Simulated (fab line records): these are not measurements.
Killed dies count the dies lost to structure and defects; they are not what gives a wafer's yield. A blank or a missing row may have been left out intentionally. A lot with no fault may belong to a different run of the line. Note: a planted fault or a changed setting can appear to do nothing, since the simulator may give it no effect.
Which tool did it? ; flow n5_finfet ; 24 wafers from 8 lots sampled at 4 of the route's 1938 steps

== WHAT EACH GAUGE READ, for each wafer ==
N5_HKMG_FIN_INSPECT_28: inspects for defects (darkfield).
lot;measured;on;raw_defect_count
L252;day 4 18:57;defect_inspect-01;31 29 48
L256;day 5 13:38;defect_inspect-01;46 35 57
L257;day 5 19:23;defect_inspect-01;43 34 38
L258;day 6 00:28;defect_inspect-02;15 25 20
L270;day 9 02:46;defect_inspect-02;258 272 291
L271;day 9 12:32;defect_inspect-02;278 271 243
L273;day 9 21:16;defect_inspect-02;51 42 55
L274;day 9 23:20;defect_inspect-01;22 49 17

== WHAT TOOL EACH LOT RAN ON (gives the tool, then ch and the chambers of the sampled wafers, and finally the start) ==
lot;N5_HKMG_FIN_ETCH_67;N5_HKMG_FIN_CMP_23;N5_HKMG_FIN_CMP_94
L252;rie_diel-02 ch 1,2,3, day 4 16:58;cmp-03 ch 0,2,3, day 4 18:14;cmp-03 ch 0,2,3, day 4 18:43
L256;rie_diel-01 ch 1,2, day 5 11:39;cmp-03 ch 0,3, day 5 13:00;cmp-03 ch 0,3, day 5 13:26
L257;rie_diel-03 ch 0,1,3, day 5 17:25;cmp-04 ch 0,3, day 5 18:41;cmp-04 ch 0,3, day 5 19:10
L258;rie_diel-01 ch 1,2,3, day 5 22:29;cmp-01 ch 0,1,2, day 5 23:50;cmp-01 ch 0,1,2, day 6 00:16
L270;rie_diel-01 ch 0,1,2, day 9 00:47;cmp-03 ch 0,1,3, day 9 02:04;cmp-03 ch 0,1,3, day 9 02:32
L271;rie_diel-01 ch 0,1,2, day 9 10:32;cmp-03 ch 0,1, day 9 11:49;cmp-03 ch 0,1, day 9 12:18
L273;rie_diel-01 ch 1,2,3, day 9 19:17;cmp-01 ch 0,2,3, day 9 20:48;cmp-01 ch 0,2,3, day 9 21:08
L274;rie_diel-02 ch 0,2,3, day 9 21:19;cmp-04 ch 0,1,3, day 9 22:47;cmp-04 ch 0,1,3, day 9 23:10
- N5_HKMG_FIN_ETCH_67: etches SOC in N2/H2, stops on TiN, target depth 388.9 nm.
- N5_HKMG_FIN_CMP_23: polishes, stops on SiNx, t overpolish 10 s, target thk 46.326 nm.
- N5_HKMG_FIN_CMP_94: polishes, stops on SiNx, t overpolish 4.7 s, target thk 43.299 nm.

== THE ANSWER, worked out from the rows above alone ==
Rule: the usual values come from the lots themselves. Put in order of their means at a reading, lots are off if they are a third of the lots or fewer, leave a main group of 4 or more, and stand apart from it by a gap of 3 or more times the standard deviation of the main group's means; of several such gaps the widest counts. The tables above print the reading to a certain number of digits; a main group whose means all agree to those digits is not used. A lot without any number at a reading at which 4 lots or more have one is off too. The other lots that the step has rows for count as sound.
Off at N5_HKMG_FIN_INSPECT_28 (raw_defect_count): L270, L271. Main group: mean 36, sd 9.9.
A tool fits if, at a process step before that reading, it ran every lot that is off, and no sound lot after the first of them. Gauges at N5_HKMG_FIN_INSPECT_28: tried the same way as those tools. One fits: N5_HKMG_FIN_CMP_23 and N5_HKMG_FIN_CMP_94 on cmp-03. At N5_HKMG_FIN_CMP_23 its last sound lot is L256 (day 5 13:00), its first lot that is off L270 (day 9 02:04): a fault that began between those two fits.

== WHAT WAS PUT IN BY THE SIMULATOR ==
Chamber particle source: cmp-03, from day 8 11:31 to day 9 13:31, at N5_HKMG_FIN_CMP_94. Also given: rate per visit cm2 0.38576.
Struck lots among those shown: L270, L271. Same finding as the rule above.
